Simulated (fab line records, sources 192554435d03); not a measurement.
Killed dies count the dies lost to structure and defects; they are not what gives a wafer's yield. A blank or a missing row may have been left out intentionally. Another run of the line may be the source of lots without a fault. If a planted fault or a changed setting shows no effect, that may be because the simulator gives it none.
Which tool is to blame?	flow n5-finfet	Sampling: 23 lots, 69 wafers, 5 of 1938 route steps

WHAT THE GAUGES SHOWED, per wafer
N5_GATE_CUT_OVL_MEAS_14. Usual: GATE_CUT_OVL gives 0.1 nm (standard deviation 0.55).
lot	measured	on	GATE_CUT_OVL (nm)	flag
L074	day 4 17:14	overlay-01	0.1 0.2 0.6	
L075	day 4 19:29	overlay-02	1.2 1.0 0.9	
L076	day 5 03:11	overlay-02	0.8 0.7 0.6	
L077	day 5 11:29	overlay-02	0.0 -0.1 0.7	
L078	day 5 20:28	overlay-01	0.2 -0.4 0.9	
L079	day 5 23:30	overlay-01	-0.4 0.3 -1.1	
L081	day 6 06:03	overlay-01	-0.2 0.0 0.2	
L080	day 6 08:34	overlay-02	0.8 0.0 -0.1	
L082	day 6 15:37	overlay-02	0.0 -0.3 0.8	
L083	day 6 22:41	overlay-01	-0.4 -0.4 -0.5	
L084	day 7 01:27	overlay-01	0.3 0.8 0.9	
L085	day 7 06:13	overlay-02	0.2 0.6 0.2	
L086	day 7 11:54	overlay-01	-0.3 0.2 -0.1	
L087	day 7 21:07	overlay-01	-0.5 -0.6 -1.0	
L088	day 8 01:21	overlay-01	0.3 -0.4 -0.7	
L089	day 8 05:23	overlay-02	-0.6 0.7 0.1	
L090	day 8 12:10	overlay-01	-1.2 -0.1 0.2	
L092	day 9 05:00	overlay-02	0.2 -0.1 0.5	
L093	day 9 07:40	overlay-01	0.1 0.3 0.1	
L094	day 9 14:51	overlay-02	1.1 1.2 0.9	
L095	day 9 20:12	overlay-02	0.5 0.3 0.2	
L096	day 10 05:40	overlay-02	0.2 0.1 0.4	
L097	day 10 10:05	overlay-02	-0.8 -0.3 0.4	

N5_GATE_CUT_THK_MEAS_24. Usual: GC_FILL_THK gives 219.2 nm (standard deviation 2).
lot	measured	on	GC_FILL_THK (nm)	flag
L074	day 4 20:51	film-metro-01	218.0 217.5 221.5	
L075	day 4 23:14	film-metro-02	218.0 216.6 217.4	
L076	day 5 05:55	film-metro-02	217.7 219.9 219.8	
L077	day 5 14:13	film-metro-01	216.7 219.9 218.5	
L078	day 5 23:17	film-metro-01	219.4 217.8 221.9	
L079	day 6 02:50	film-metro-01	219.3 219.4 220.5	
L081	day 6 09:36	film-metro-02	215.3 215.8 219.5	
L080	day 6 11:38	film-metro-02	214.1 216.5 218.2	
L082	day 6 18:24	film-metro-01	219.7 220.9 217.7	
L083	day 7 01:23	film-metro-01	220.9 220.7 223.4	
L084	day 7 04:10	film-metro-02	219.0 221.8 222.5	
L085	day 7 08:55	film-metro-02	217.3 215.4 220.3	
L086	day 7 14:47	film-metro-01	218.2 218.0 220.8	
L087	day 7 23:50	film-metro-01	217.0 217.9 218.1	
L088	day 8 04:04	film-metro-02	222.1 223.7 222.9	
L089	day 8 08:08	film-metro-02	216.5 220.2 222.2	
L090	day 8 15:19	film-metro-02	219.3 218.3 221.0	
L092	day 9 07:41	film-metro-01	218.5 219.3 218.9	
L093	day 9 10:23	film-metro-02	219.8 217.8 221.8	
L094	day 9 18:08	film-metro-01	218.2 218.2 218.1	
L095	day 9 22:55	film-metro-01	221.1 218.9 220.7	
L096	day 10 08:56	film-metro-02	221.7 225.4 221.7	
L097	day 10 12:49	film-metro-02	216.7 218.4 217.5	

TOOL THAT RAN EACH LOT (tool first, then ch and the chambers of the sampled wafers, then the start)
lot	N5_HKMG_FIN_DESCUM_53	N5_HKMG_FIN_STRIP_57	N5_HKMG_FIN_PWFM_ALD_03
L074	rie-diel-05 ch 0,2, day 4 05:26	rie-diel-05 ch 0,2, day 4 05:43	ald-metal-01 ch 0,1,3, day 4 07:55
L075	rie-diel-04 ch 1,2,3, day 4 08:00	rie-diel-04 ch 1,2,3, day 4 08:17	ald-metal-02 ch 1,2, day 4 10:33
L076	rie-diel-05 ch 0,2, day 4 15:57	rie-diel-05 ch 0,2, day 4 16:14	ald-metal-02 ch 1,2, day 4 18:24
L077	rie-diel-06 ch 0,1,2, day 4 22:17	rie-diel-06 ch 0,1,2, day 4 22:34	ald-metal-01 ch 0,1, day 5 00:48
L078	rie-diel-05 ch 0,1,3, day 5 07:13	rie-diel-05 ch 0,1,3, day 5 07:30	ald-metal-01 ch 1,2,3, day 5 09:44
L079	rie-diel-05 ch 0,1, day 5 11:55	rie-diel-05 ch 0,1, day 5 12:13	ald-metal-02 ch 1,3, day 5 14:24
L081	rie-diel-06 ch 1,2,3, day 5 18:23	rie-diel-06 ch 1,2,3, day 5 18:40	ald-metal-02 ch 0,1,3, day 5 20:50
L080	rie-diel-04 ch 0,3, day 5 20:44	rie-diel-04 ch 0,3, day 5 21:01	ald-metal-04 ch 0,2, day 5 23:20
L082	rie-diel-05 ch 0,2,3, day 6 03:56	rie-diel-05 ch 0,2,3, day 6 04:12	ald-metal-02 ch 1,2,3, day 6 06:22
L083	rie-diel-05 ch 0,2, day 6 10:43	rie-diel-05 ch 0,2, day 6 10:59	ald-metal-04 ch 0,1,2, day 6 13:14
L084	rie-diel-06 ch 0,1, day 6 13:49	rie-diel-06 ch 0,1, day 6 14:06	ald-metal-02 ch 0,1, day 6 16:23
L085	rie-diel-06 ch 0,2,3, day 6 18:48	rie-diel-06 ch 0,2,3, day 6 19:05	ald-metal-01 ch 1,2,3, day 6 21:16
L086	rie-diel-04 ch 0,2, day 7 00:22	rie-diel-04 ch 0,2, day 7 00:39	ald-metal-02 ch 1,2,3, day 7 02:49
L087	rie-diel-04 ch 0,3, day 7 08:20	rie-diel-04 ch 0,3, day 7 08:37	ald-metal-01 ch 0,1,3, day 7 10:47
L088	rie-diel-06 ch 0,1,3, day 7 13:46	rie-diel-06 ch 0,1,3, day 7 14:04	ald-metal-04 ch 0,1, day 7 16:19
L089	rie-diel-06 ch 1,2, day 7 16:43	rie-diel-06 ch 1,2, day 7 17:00	ald-metal-01 ch 1,2,3, day 7 20:05
L090	rie-diel-06 ch 0,2,3, day 8 00:14	rie-diel-06 ch 0,2,3, day 8 00:31	ald-metal-02 ch 0,2,3, day 8 02:49
L092	rie-diel-06 ch 0,1,2, day 8 16:40	rie-diel-06 ch 0,1,2, day 8 16:56	ald-metal-01 ch 1,2, day 8 19:11
L093	rie-diel-06 ch 0,2, day 8 19:46	rie-diel-06 ch 0,2, day 8 20:02	ald-metal-04 ch 0,1,3, day 8 22:22
L094	rie-diel-06 ch 0,2,3, day 9 03:14	rie-diel-06 ch 0,2,3, day 9 03:31	ald-metal-01 ch 1,2,3, day 9 05:43
L095	rie-diel-05 ch 0,2, day 9 08:13	rie-diel-05 ch 0,2, day 9 08:30	ald-metal-02 ch 1,2,3, day 9 10:51
L096	rie-diel-04 ch 1,2,3, day 9 17:17	rie-diel-04 ch 1,2,3, day 9 17:34	ald-metal-02 ch 0,2,3, day 9 20:51
L097	rie-diel-05 ch 1,2, day 9 21:30	rie-diel-05 ch 1,2, day 9 21:47	ald-metal-04 ch 2,3, day 10 00:25
- N5_HKMG_FIN_DESCUM_53: chemistry O2, time 7.9 s.
- N5_HKMG_FIN_STRIP_57: strips in CF4.
- N5_HKMG_FIN_PWFM_ALD_03: deposits TiN, target thk 2 nm, pulse time 1 s, purge time 3 s.

AS READ BY THE TOOLS THEMSELVES (means over the sampled wafers that have a number; for cases with no such wafer, the mark the record gives instead)
N5_HKMG_FIN_DESCUM_53. Usual: drypump-motor-current-A 5.71 A, standard deviation 0.25; oes-product-au 0.81 a.u., standard deviation 0.092; rf-fwd-power-W 49.32 W, standard deviation 0.25; rf-vpp-V 243.7 V, standard deviation 1.3; showerhead-plenum-p-Torr 2.12 Torr, standard deviation 0.07; throttle-valve-pct 20.30 %, standard deviation 0.25.
lot	tool	drypump-motor-current-A (A)	oes-product-au (a.u.)	rf-fwd-power-W (W)	rf-vpp-V (V)	showerhead-plenum-p-Torr (Torr)	throttle-valve-pct (%)	flag
L074	rie-diel-05	5.76	0.84	49.25	242.7	2.13	20.26	
L075	rie-diel-04	5.85	0.78	49.53	243.9	2.12	20.62	
L076	rie-diel-05	5.96	0.87	49.31	244.3	2.12	20.34	
L077	rie-diel-06	5.62	0.91	49.20	245.3	2.17	20.16	
L078	rie-diel-05	5.74	0.73	49.53	243.7	2.11	20.32	
L079	rie-diel-05	5.73	0.73	49.52	243.4	2.13	20.17	
L081	rie-diel-06	5.54	0.82	48.98	243.5	2.14	20.09	
L080	rie-diel-04	5.62	0.76	49.39	244.6	2.13	20.38	
L082	rie-diel-05	5.87	0.79	49.43	242.9	2.10	20.41	
L083	rie-diel-05	5.96	0.84	49.44	243.2	2.12	20.36	
L084	rie-diel-06	5.58	0.86	49.33	244.9	2.15	20.32	
L085	rie-diel-06	5.53	0.82	49.14	244.9	2.19	20.18	
L086	rie-diel-04	5.45	0.68	49.43	241.8	2.04	20.55	
L087	rie-diel-04	5.83	0.82	49.35	243.8	2.18	20.42	
L088	rie-diel-06	5.49	0.80	49.29	243.4	2.13	20.26	
L089	rie-diel-06	5.72	0.88	49.05	244.4	2.16	20.06	
L090	rie-diel-06	5.54	0.83	49.05	244.5	2.19	20.17	
L092	rie-diel-06	5.65	0.85	49.18	243.8	2.15	20.20	
L093	rie-diel-06	5.69	0.86	49.26	245.3	2.21	20.13	
L094	rie-diel-06	5.52	0.91	49.10	244.2	2.18	20.04	
L095	rie-diel-05	5.94	0.82	49.39	243.4	2.11	20.41	
L096	rie-diel-04	5.84	0.83	49.38	243.2	2.11	20.53	
L097	rie-diel-05	5.93	0.87	49.53	243.3	2.11	20.03	

N5_HKMG_FIN_STRIP_57. Usual: drypump-motor-current-A 5.71 A, standard deviation 0.24; oes-product-au 0.80 a.u., standard deviation 0.084; rf-fwd-power-W 293.4 W, standard deviation 1.2; rf-vpp-V 271.8 V, standard deviation 1.4; showerhead-plenum-p-Torr 1.82 Torr, standard deviation 0.057; throttle-valve-pct 13.47 %, standard deviation 0.25.
lot	tool	drypump-motor-current-A (A)	oes-product-au (a.u.)	rf-fwd-power-W (W)	rf-vpp-V (V)	showerhead-plenum-p-Torr (Torr)	throttle-valve-pct (%)	flag
L074	rie-diel-05	5.76	0.83	293.3	271.3	1.82	13.33	
L075	rie-diel-04	5.85	0.78	294.2	271.8	1.82	13.71	
L076	rie-diel-05	5.94	0.85	293.4	271.0	1.81	13.43	
L077	rie-diel-06	5.65	0.89	293.8	271.7	1.86	13.29	
L078	rie-diel-05	5.75	0.73	293.9	271.5	1.81	13.57	
L079	rie-diel-05	5.72	0.72	295.6	272.0	1.83	13.48	
L081	rie-diel-06	5.54	0.82	292.5	272.3	1.84	13.32	
L080	rie-diel-04	5.62	0.77	293.0	271.1	1.83	13.54	
L082	rie-diel-05	5.87	0.78	292.2	272.2	1.80	13.58	
L083	rie-diel-05	5.96	0.83	293.1	271.2	1.80	13.45	
L084	rie-diel-06	5.59	0.86	293.7	272.3	1.86	13.47	
L085	rie-diel-06	5.53	0.81	292.7	272.8	1.88	13.40	
L086	rie-diel-04	5.45	0.69	295.0	269.8	1.76	13.73	
L087	rie-diel-04	5.85	0.81	295.2	272.4	1.86	13.51	
L088	rie-diel-06	5.49	0.79	293.2	271.4	1.83	13.48	
L089	rie-diel-06	5.70	0.86	292.5	272.7	1.85	13.22	
L090	rie-diel-06	5.53	0.79	292.9	274.1	1.88	13.42	
L092	rie-diel-06	5.64	0.84	292.9	271.6	1.85	13.37	
L093	rie-diel-06	5.69	0.85	292.3	273.1	1.90	13.30	
L094	rie-diel-06	5.54	0.89	292.9	272.9	1.88	13.24	
L095	rie-diel-05	5.96	0.80	292.8	272.0	1.79	13.53	
L096	rie-diel-04	5.84	0.81	293.1	271.5	1.80	13.61	
L097	rie-diel-05	5.92	0.86	295.2	271.2	1.82	13.27	

N5_HKMG_FIN_PWFM_ALD_03. Usual: heater-power-w 859 W, standard deviation 80; precursor-pulse-height-rel 1.001, standard deviation 0.021.
lot	tool	heater-power-w (W)	precursor-pulse-height-rel	flag
L074	ald-metal-01	845	0.981	
L075	ald-metal-02	840	1.012	
L076	ald-metal-02	843	1.006	
L077	ald-metal-01	860	0.997	
L078	ald-metal-01	909	0.978	
L079	ald-metal-02	847	1.003	
L081	ald-metal-02	823	0.988	
L080	ald-metal-04	860	1.013	
L082	ald-metal-02	813	0.992	
L083	ald-metal-04	828	1.008	
L084	ald-metal-02	860	0.995	
L085	ald-metal-01	894	1.007	
L086	ald-metal-02	822	0.992	
L087	ald-metal-01	842	0.987	
L088	ald-metal-04	812	1.005	
L089	ald-metal-01	897	1.004	
L090	ald-metal-02	813	1.013	
L092	ald-metal-01	859	0.986	
L093	ald-metal-04	860	0.985	
L094	ald-metal-01	902	1.016	
L095	ald-metal-02	823	1.010	
L096	ald-metal-02	798	0.991	
L097	ald-metal-04	886	0.980	

THE ANSWER, worked out from the rows above alone
Rule: take the mean of a lot's wafers that have a number; if it is more than 3 standard deviations from the usual mean, the lot is off. Also off: a lot with no number at a reading for which 4 or more lots have one. Any other lot the step has rows for is counted as sound. After the gauges, taken in route order, come the tools' own readings; for these a lot's mean is taken, as printed above. At the first step where some lot is off, the reading lying furthest off is the one used; lots without a number count as furthest.
No lot is off at any reading shown: from this, nothing can be told.

WHAT THE SIMULATOR PUT IN
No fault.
